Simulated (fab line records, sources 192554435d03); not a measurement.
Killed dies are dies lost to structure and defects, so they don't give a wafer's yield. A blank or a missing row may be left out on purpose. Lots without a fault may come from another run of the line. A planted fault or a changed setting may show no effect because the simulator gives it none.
fab line records | flow n5_finfet
record lots=6 wafers=18 last_day=19
route steps=1938 shown BEOL_M1@835 BEOL_M2@841 BEOL_M4@1111 PASSIVATION@1936
lots that met no fault: from a run of the same line without faults
start_h: hours from the record's first day to the start of the lot's first wafer shown | wait_h: hours since the lot's step before | " the same as in the row above | L1.1+2: a row that stands for several wafers | - no value, or no start given | * or withheld: withheld | < > ~ a bound
route shown NAME@n: a module of which the file shows steps, and the number in the route of the first | usual: mean/standard deviation of fault-free wafers | same: alike in all rows | chamber/n: place in a boat | sites: the reading at each site | _std_site: their standard deviation | _edge_site: outer sites' mean less inner sites' | radius_mm: how far each site lies from the wafer's centre | mask NAME#n: copy n | behind: the tool/chamber that last shaped the wafer | hold: why the lot was held/for how many hours/how that ended | device: the transistor (n, p or np) that didn't switch | end of line: the same wafers' tests at the end of the route | a step without rows: its recipe alone | killed: dies lost to structure and defects at the first sort, not the wafer's yield | map: a wafer's dies, x killed, . not, _ none there
set.NAME: the setting as run; set.NAME@STEP: as run at that earlier step | model.NAME: the simulator's own value behind a step, which no gauge read
lots at some steps of the route; a table a step, a row a wafer
services: from which hour (start_h, from the record's first day; less than 0 if before it) a tool's chamber was out of use, for how many hours, and why
## steps
# step N5_BEOL_M1_PRE_CLEAN_60
# recipe gas=NH3/H2 time_s=15 temp_c=* rf_power_w=300
# usual heater_power_w=81/4.2 rf_fwd_power_W=295.9/1.7
# columns lot.wafer tool chamber start_h wait_h heater_power_w rf_fwd_power_W
L241.3 cvd_co-01 0 145.46 0.0 85 295.8
L241.4 " 1 " " 79 297.2
L241.6 " 2 " " 79 295.3
L244.3 cvd_co-01 2 173.41 0.0 75 294.3
L244.4 " 1 " " 79 298.7
L244.5 " 0 " " 89 295.6
L253.2 cvd_co-02 0 216.65 0.0 85 293.7
L253.3 " 1 " " 79 297.7
L253.4 " 1 " " 80 298.1
L258.2 cvd_co-02 2 259.66 0.0 77 292.9
L258.3 " 0 " " 84 294.7
L258.6 " 2 " " 77 293.5
L260.1 cvd_co-02 1 264.52 0.0 83 298.3
L260.3 " 0 " " 83 295.6
L260.4 " 1 " " 80 297.3
L261.2 cvd_co-02 2 268.57 0.0 76 295.0
L261.4 " 2 " " 78 296.1
L261.5 " 0 " " 86 293.5
# step N5_BEOL_M1_CO_CAP_55
# recipe material=Co target_thk_a=20 temp_c=200 precursor=CCTBA/H2 pressure_torr=30 time_s=102.1
# usual heater_power_w=231/5.9
# columns lot.wafer tool chamber start_h wait_h heater_power_w
L241.3 cvd_co-01 0 145.50 0.0 245
L241.4 " 1 " " 222
L241.6 " 2 " " 225
L244.3 cvd_co-01 2 173.45 0.0 226
L244.4 " 1 " " 225
L244.5 " 0 " " 239
L253.2 cvd_co-02 0 216.69 0.0 242
L253.3 " 1 " " 230
L253.4 " 1 " " 228
L258.2 cvd_co-02 2 259.70 0.0 222
L258.3 " 0 " " 231
L258.6 " 2 " " 227
L260.1 cvd_co-02 1 264.56 0.0 225
L260.3 " 0 " " 231
L260.4 " 1 " " 229
L261.2 cvd_co-02 2 268.61 0.0 229
L261.4 " 2 " " 229
L261.5 " 0 " " 236
# step N5_BEOL_M1_PRE_CLEAN_56
# recipe gas=NH3 time_s=15 temp_c=withheld rf_power_w=300
# step N5_BEOL_M1_DEP_57
# recipe material=SiCN target_thk_a=80 temp_c=withheld precursor=3MS/NH3 pressure_torr=3 rf_w=202 time_s=14
# usual rf_fwd_power_W=199.7/0.84 showerhead_plenum_p_Torr=3.669/0.014 throttle_valve_pct=8.9/0.55
# columns lot.wafer tool chamber start_h wait_h rf_fwd_power_W showerhead_plenum_p_Torr throttle_valve_pct
L241.3 pecvd-01 1 145.62 0.0 199.2 3.680 8.6
L241.4 " 2 " " 199.0 3.669 8.2
L241.6 " 1 " " 199.0 3.679 8.9
L244.3 pecvd-02 2 173.57 0.0 198.0 3.681 8.9
L244.4 " 0 " " 198.5 3.649 8.6
L244.5 " 1 " " 199.9 3.669 9.7
L253.2 pecvd-02 0 216.82 0.0 200.2 3.650 8.8
L253.3 " 0 " " 199.8 3.652 8.7
L253.4 " 1 " " 199.6 3.668 9.3
L258.2 pecvd-01 0 259.83 0.0 199.7 3.653 9.4
L258.3 " 1 " " 200.1 3.678 8.5
L258.6 " 0 " " 199.3 3.663 9.3
L260.1 pecvd-01 1 264.67 0.0 199.6 3.679 8.8
L260.3 " 2 " " 200.2 3.664 8.4
L260.4 " 2 " " 198.7 3.666 8.5
L261.2 pecvd-02 0 268.72 0.0 200.0 3.648 8.7
L261.4 " 0 " " 199.8 3.644 8.8
L261.5 " 1 " " 199.2 3.676 9.8
# step N5_BEOL_M1_RS_MEAS_58
# recipe thk_meas_gauge=four-point-probe reads=Co_of_BEOL_M1_CO_CAP_55+Cu_of_BEOL_M1_ECD_50+Co_of_BEOL_M1_CVD_47+TaN_of_BEOL_M1_ALD_84
# usual M1_RS=0.663/0.03
# columns lot.wafer tool chamber start_h wait_h M1_RS[ohm/sq]
L241.3 film_metro-01 - 145.69 0.1 0.707
L241.4 " - " " 0.689
L241.6 " - " " 0.673
L244.3 film_metro-01 - 173.63 0.1 0.680
L244.4 " - " " 0.679
L244.5 " - " " 0.654
L253.2 film_metro-02 - 216.91 0.1 0.686
L253.3 " - " " 0.677
L253.4 " - " " 0.612
L258.2 film_metro-02 - 259.91 0.1 0.764
L258.3 " - " " 0.687
L258.6 " - " " 0.671
L260.1 film_metro-01 - 264.74 0.0 0.667
L260.3 " - " " 0.708
L260.4 " - " " 0.656
L261.2 film_metro-02 - 268.80 0.1 0.687
L261.4 " - " " 0.654
L261.5 " - " " 0.649
# step N5_BEOL_M1_INSPECT_59
# recipe inspect_instrument=darkfield mode=post_dep
# usual raw_defect_count=65/20
# columns lot.wafer tool chamber start_h wait_h raw_defect_count
L241.3 defect_inspect-01 - 145.72 0.0 55
L241.4 " - " " 59
L241.6 " - " " 48
L244.3 defect_inspect-01 - 173.66 0.0 89
L244.4 " - " " 35
L244.5 " - " " 38
L253.2 defect_inspect-01 - 216.93 0.0 63
L253.3 " - " " 45
L253.4 " - " " 44
L258.2 defect_inspect-02 - 259.94 0.0 49
L258.3 " - " " 45
L258.6 " - " " 83
L260.1 defect_inspect-02 - 264.77 0.0 60
L260.3 " - " " 74
L260.4 " - " " 75
L261.2 defect_inspect-01 - 268.83 0.0 100
L261.4 " - " " 82
L261.5 " - " " 50
# step N5_BEOL_M2_ILD_DEP_00
# recipe material=SiOC target_thk_a=790 temp_c=350 precursor=DEMS/O2 pressure_torr=5 rf_w=500 time_s=15.3
# step N5_BEOL_M2_THK_MEAS_01
# recipe reads=SiOC_of_BEOL_M2_ILD_DEP_00
# usual M2_ILD_THK=78.9/0.92
# columns lot.wafer tool chamber start_h wait_h M2_ILD_THK[nm]
L241.3 film_metro-01 - 145.83 0.1 78.3
L241.4 " - " " 79.7
L241.6 " - " " 79.3
L244.3 film_metro-01 - 173.76 0.1 78.2
L244.4 " - " " 79.3
L244.5 " - " " 79.2
L253.2 film_metro-02 - 217.04 0.1 78.0
L253.3 " - " " 78.2
L253.4 " - " " 78.4
L258.2 film_metro-01 - 260.04 0.1 79.5
L258.3 " - " " 79.1
L258.6 " - " " 80.3
L260.1 film_metro-01 - 264.87 0.0 78.8
L260.3 " - " " 79.2
L260.4 " - " " 79.4
L261.2 film_metro-01 - 268.95 0.1 77.2
L261.4 " - " " 79.4
L261.5 " - " " 80.1
# step N5_BEOL_M2_PECVD_72
# recipe material=SiO2 target_thk_a=160 temp_c=400 precursor=TEOS/O2 pressure_torr=5.5 rf_w=450 teos_flow_sccm=53.8 gas=O2 flow_sccm=3000 time_s=18
# usual heater_power_w=728/100 rf_fwd_power_W=445.4/1.7 showerhead_plenum_p_Torr=8.80/0.071 throttle_valve_pct=22.5/1.7
# columns lot.wafer tool chamber start_h wait_h heater_power_w rf_fwd_power_W showerhead_plenum_p_Torr throttle_valve_pct
L241.3 pecvd-01 0 145.86 0.0 799 447.7 8.75 22.7
L241.4 " 0 " " 808 447.6 8.75 22.7
L241.6 " 1 " " 655 443.0 8.86 21.1
L244.3 pecvd-03 1 173.80 0.0 682 448.0 8.91 23.6
L244.4 " 0 " " 828 446.4 8.93 24.0
L244.5 " 1 " " 672 442.6 8.89 23.8
L253.2 pecvd-01 0 217.07 0.0 857 448.9 8.73 22.7
L253.3 " 1 " " 662 444.2 8.86 21.6
L253.4 " 1 " " 654 443.7 8.87 21.3
L258.2 pecvd-03 2 260.08 0.0 557 445.5 8.77 19.6
L258.3 " 0 " " 827 448.5 8.97 24.4
L258.6 " 2 " " 542 446.0 8.76 19.5
L260.1 pecvd-01 0 264.91 0.0 802 449.3 8.74 23.0
L260.3 " 2 " " 752 444.5 8.85 20.3
L260.4 " 2 " " 764 445.6 8.83 20.7
L261.2 pecvd-04 1 268.98 0.0 651 446.7 8.74 23.7
L261.4 " 0 " " 783 443.4 8.74 25.4
L261.5 " 1 " " 656 445.6 8.73 23.6
# step N5_BEOL_M2_HM_DEP_02
# recipe material=TiN target_thk_a=200 temp_c=25 chamber_pressure_pa=0.49996
# usual throttle_valve_pct=30.2/1.4
# columns lot.wafer tool chamber start_h wait_h throttle_valve_pct
L241.3 pvd_sputter-03 - 146.86 1.0 28.9
L241.4 " - " " 27.7
L241.6 " - " " 28.8
L244.3 pvd_sputter-01 - 175.94 2.1 31.6
L244.4 " - " " 31.0
L244.5 " - " " 31.3
L253.2 pvd_sputter-01 - 220.83 3.7 31.4
L253.3 " - " " 32.2
L253.4 " - " " 31.4
L258.2 pvd_sputter-01 - 260.69 0.6 31.3
L258.3 " - " " 31.4
L258.6 " - " " 30.8
L260.1 pvd_sputter-03 - 265.30 0.4 29.3
L260.3 " - " " 30.3
L260.4 " - " " 27.8
L261.2 pvd_sputter-01 - 269.04 0.0 32.5
L261.4 " - " " 31.0
L261.5 " - " " 30.9
# step N5_BEOL_M2_COAT_61
# recipe resist=SOC temp_c=250 time_s=60 spin_rpm=1500 resist_thk_nm=60
# step N5_BEOL_M2_COAT_62
# recipe resist=SiARC temp_c=220 time_s=60 spin_rpm=1500 resist_thk_nm=12
# step N5_BEOL_M2_COAT_73
# recipe resist=underlayer temp_c=205 time_s=60 spin_rpm=1500 resist_thk_nm=5
# usual dispense_pressure_kPa=50.7/1.4 heater_power_total_W=391.8/1.3 plate_temp_C=205.04/0.18
# columns lot.wafer tool chamber start_h wait_h dispense_pressure_kPa heater_power_total_W plate_temp_C
L241.3 litho_track-04 0 147.00 - 51.9 406.7 211.70
L241.4 " 0 " " 51.9 409.2 211.55
L241.6 " 0 " " 51.9 405.5 211.82
L244.3 litho_track-04 0 176.08 - 51.9 408.6 211.45
L244.4 " 0 " " 51.9 409.1 211.68
L244.5 " 0 " " 51.9 409.8 211.55
L253.2 litho_track-05 0 220.96 - 49.0 390.8 204.94
L253.3 " 0 " " 49.0 390.2 205.13
L253.4 " 0 " " 49.0 392.8 204.74
L258.2 litho_track-05 0 260.82 - 49.0 391.4 204.90
L258.3 " 0 " " 49.0 392.3 204.94
L258.6 " 0 " " 49.0 393.3 204.75
L260.1 litho_track-05 0 265.43 - 49.0 389.6 204.99
L260.3 " 0 " " 49.0 390.0 205.06
L260.4 " 0 " " 48.9 391.6 205.14
L261.2 litho_track-04 0 269.17 - 52.0 390.5 205.09
L261.4 " 0 " " 52.0 389.5 204.99
L261.5 " 0 " " 52.0 391.6 205.18
# step N5_BEOL_M2_COAT_05
# recipe resist=CAR-EUV spin_rpm=1500 resist_thk_nm=30
# step N5_BEOL_M4_RC_MEAS_101
# usual DIBL_N=36.3/2.2 DIBL_P=36.0/2.4 IOFF_N=0.16/0.042 IOFF_P=0.22/0.041 ION_N=672/14 ION_P=462/7.9 SS_N=71.7/0.76 SS_P=73.3/0.72 VT_N=250/3.6 VT_P=-249/3
# columns lot.wafer tool chamber start_h wait_h DIBL_N[mV/V] DIBL_P[mV/V] IOFF_N[nA/um] IOFF_P[nA/um] ION_N[uA/um] ION_P[uA/um] SS_N[mV/dec] SS_P[mV/dec] VT_N[mV] VT_P[mV]
L241.3 prober-01 0 180.81 0.3 35.3 35.1 0.15 0.23 657 461 72.3 73.7 248 -248
L241.4 " 0 " " 37.7 38.0 0.20 0.25 682 467 71.8 74.6 248 -244
L241.6 " 0 " " 34.8 34.8 0.15 0.22 660 458 72.1 73.6 251 -245
L244.3 prober-01 0 205.51 0.3 34.7 34.8 0.14 0.20 664 461 71.5 72.4 251 -251
L244.4 " 0 " " 36.1 35.8 0.15 0.20 667 454 71.8 73.6 254 -250
L244.5 " 0 " " 35.9 36.1 0.16 0.21 672 462 71.8 72.9 252 -252
L253.2 prober-02 0 249.84 0.2 36.3 37.3 0.21 0.30 674 472 72.5 73.7 247 -243
L253.3 " 0 " " 30.9 30.9 0.10 0.18 655 463 70.6 72.4 256 -248
L253.4 " 0 " " 31.3 31.8 0.11 0.19 669 470 71.0 72.7 252 -251
L260.1 prober-01 0 316.51 0.0 35.7 34.4 0.14 0.16 673 451 70.6 72.0 249 -257
L260.3 " 0 " " 39.9 40.0 0.23 0.26 690 457 72.3 73.8 244 -248
L260.4 " 0 " " 38.0 37.6 0.17 0.20 668 452 72.6 73.6 250 -256
L258.2 prober-02 0 316.54 0.2 36.7 37.8 0.17 0.23 678 468 72.5 73.7 248 -248
L258.3 " 0 " " 37.4 37.8 0.20 0.25 692 467 71.5 73.8 246 -248
L258.6 " 0 " " 35.4 35.1 0.16 0.21 673 461 71.7 72.4 248 -250
L261.2 prober-02 0 334.07 0.2 37.4 38.5 0.18 0.21 685 464 71.3 73.4 246 -250
L261.4 " 0 " " 40.0 41.9 0.24 0.28 691 470 72.4 74.4 244 -251
L261.5 " 0 " " 38.7 40.5 0.21 0.24 692 465 71.8 73.6 245 -249
# step N5_PASSIVATION_PROBE_49
# usual defect_limited_yield=91.3/1.7 killed_at_M0_to_M3=33/9.9 killed_at_M4_up=14/6.4 killed_at_contacts=12/7 killed_at_front_end=41/13 killed_at_other=3.1/2.9 killed_dies=103/20 killed_open=67/14 killed_short=34/9.4 sort_bin_5_function=5.1/1.1 sort_bin_6_memory=3.2/0.79 sort_bin_8_speed=0.02/0.15 sort_n_pass=1077/21 sort_yield_pct=91.2/1.7
# same gross_dies=1180 killed_at_back_side=0 sort_bin_4_leakage[%]=0
# columns lot.wafer tool chamber start_h wait_h defect_limited_yield[%] killed_at_M0_to_M3 killed_at_M4_up killed_at_contacts killed_at_front_end killed_at_other killed_dies killed_open killed_short sort_bin_5_function[%] sort_bin_6_memory[%] sort_bin_8_speed[%] sort_n_pass sort_yield_pct[%]
L253.2 prober-01 - 362.36 0.1 92.4 26 9 6 37 12 90 53 34 4.9 2.4 0 1090 92.4
L253.3 prober-01 - 362.41 0.1 94.2 22 18 11 14 3 68 51 16 4.0 1.7 0 1112 94.2
L253.4 prober-01 - 362.46 0.2 92.7 20 10 9 39 8 86 61 24 4.2 2.8 0 1094 92.7
L260.1 prober-01 - 437.68 0.0 92.0 25 16 10 42 1 94 68 24 5.6 2.3 0 1086 92.0
L260.3 prober-01 - 437.78 0.1 91.4 26 6 17 49 3 101 60 40 5.3 2.7 0 1079 91.4
L260.4 prober-01 - 437.83 0.2 92.0 23 17 8 43 3 94 68 26 4.7 3.0 0 1086 92.0
L261.2 prober-02 - 461.85 0.1 92.5 28 14 9 36 2 89 61 26 4.2 2.9 0 1091 92.5
L261.4 prober-02 - 461.95 0.2 90.3 33 17 10 49 6 115 80 35 5.9 3.4 0 1065 90.3
L261.5 prober-02 - 462.00 0.2 91.3 38 18 2 42 3 103 68 32 5.4 2.9 0 1077 91.3
# killed by level:class
L253.2 GATE_CUT:geometric_particle:short=8 FIN_SAQP:geometric_particle:open=7 BEOL_M3:geometric_particle:open=7 STI_FIN_REVEAL:geometric_particle:open=7 BEOL_M0_SAQP:geometric_particle:open=6 MOL_CONTACT_COAG:geometric_particle:open=5 STARTING-WAFER:geometric_particle:open=4 BEOL_M2:geometric_particle:open=4
L253.3 MOL_CONTACT_COAG:geometric_particle:open=9 BEOL_M1:geometric_particle:open=7 BEOL_M5:geometric_particle:open=6 FIN_SAQP:geometric_particle:open=5 BEOL_M4:geometric_particle:open=5 BEOL_M0_SAQP:geometric_particle:short=4 DUMMY_GATE:geometric_particle:open=3 BEOL_M0_SAQP:geometric_particle:open=3
L253.4 FIN_SAQP:geometric_particle:open=12 MOL_CONTACT_COAG:geometric_particle:open=8 STI_FIN_REVEAL:geometric_particle:open=7 BEOL_M1:geometric_particle:open=6 GATE_CUT:geometric_particle:open=5 BEOL_M0_SAQP:geometric_particle:open=4 PASS1_CAP:geometric_particle:short=4 FIN_SAQP:geometric_particle:short=3
L260.1 FIN_SAQP:geometric_particle:open=16 FIN_SAQP:geometric_particle:short=9 STI_FIN_REVEAL:geometric_particle:open=9 MOL_CONTACT_COAG:geometric_particle:open=8 BEOL_M0_SAQP:geometric_particle:open=8 BEOL_M0_SAQP:geometric_particle:short=7 BEOL_M4:geometric_particle:open=6 BEOL_M2:geometric_particle:open=4
L260.3 MOL_CONTACT_COAG:geometric_particle:open=14 STI_FIN_REVEAL:geometric_particle:open=13 BEOL_M0_SAQP:geometric_particle:short=11 FIN_SAQP:geometric_particle:open=9 FIN_SAQP:geometric_particle:short=8 STARTING-WAFER:geometric_particle:short=5 DUMMY_GATE:geometric_particle:open=3 MOL_CONTACT_COAG:geometric_particle:short=3
L260.4 FIN_SAQP:geometric_particle:open=14 STI_FIN_REVEAL:geometric_particle:open=9 BEOL_M0:geometric_particle:open=6 MOL_CONTACT_COAG:geometric_particle:open=5 BEOL_M0_SAQP:geometric_particle:short=5 GATE_CUT:geometric_particle:short=4 BEOL_M0_SAQP:geometric_particle:open=4 BEOL_M1:geometric_particle:open=4
L261.2 FIN_SAQP:geometric_particle:open=9 FIN_SAQP:geometric_particle:short=7 STI_FIN_REVEAL:geometric_particle:open=7 MOL_CONTACT_COAG:geometric_particle:open=7 BEOL_M1:geometric_particle:open=5 BEOL_M2:geometric_particle:open=5 BEOL_M5:geometric_particle:open=5 BEOL_M2:geometric_particle:short=4
L261.4 FIN_SAQP:geometric_particle:open=16 BEOL_M0_SAQP:geometric_particle:open=9 BEOL_M1:geometric_particle:open=9 MOL_CONTACT_COAG:geometric_particle:open=8 STI_FIN_REVEAL:geometric_particle:open=7 FIN_SAQP:geometric_particle:short=6 BEOL_M0_SAQP:geometric_particle:short=6 DUMMY_GATE:geometric_particle:open=5
L261.5 BEOL_M0_SAQP:geometric_particle:open=13 BEOL_M0_SAQP:geometric_particle:short=10 BEOL_M4:geometric_particle:open=7 STI_FIN_REVEAL:geometric_particle:open=6 BEOL_M3:geometric_particle:open=6 DUMMY_GATE:geometric_particle:open=5 BEOL_M1:geometric_particle:open=5 FIN_SAQP:geometric_particle:short=4
## services
# columns tool chamber start_h hours kind
pecvd-03 0 129.93 5.5 scheduled_down
pecvd-04 - 131.73 0.5 repair
pvd_sputter-03 - 133.80 2.7 repair
pecvd-01 - 151.85 14.6 pm
cvd_co-02 2 157.27 6.8 repair
cvd_co-01 - 165.04 0.5 repair
pecvd-04 0 165.96 12.2 repair
pecvd-01 1 176.64 5.5 scheduled_down
pecvd-03 - 189.70 2.8 pm
pecvd-02 2 202.38 - clean
pecvd-02 2 202.38 - consumable_replace:showerhead
pecvd-02 2 202.38 29.0 scheduled_down
pecvd-02 2 202.38 29.0 vent_cycle
pecvd-01 2 217.52 5.5 scheduled_down
pecvd-02 - 231.82 5.6 repair
pecvd-04 0 231.97 6.2 repair
pecvd-01 0 233.33 2.1 scheduled_down
pecvd-01 2 258.14 2.1 scheduled_down
## key
first_sign step=N5_BEOL_M2_COAT_73 reading=plate_temp_C direction=up sigmas=37 usual=* struck=*
effect step=N5_BEOL_M2_COAT_73 reading=heater_power_total_W direction=up sigmas=12 usual=* struck=*
met_at N5_BEOL_M2_COAT_73
struck_wafers L241.3,L241.4,L241.6,L244.3,L244.4,L244.5
fault kind=process_parameter_drift tool=litho_track-04 chamber=- onset_h=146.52 steps=N5_BEOL_M2_COAT_73 channel=temp_c offset=* shape=step end_h=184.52 acts_in=* stated=*
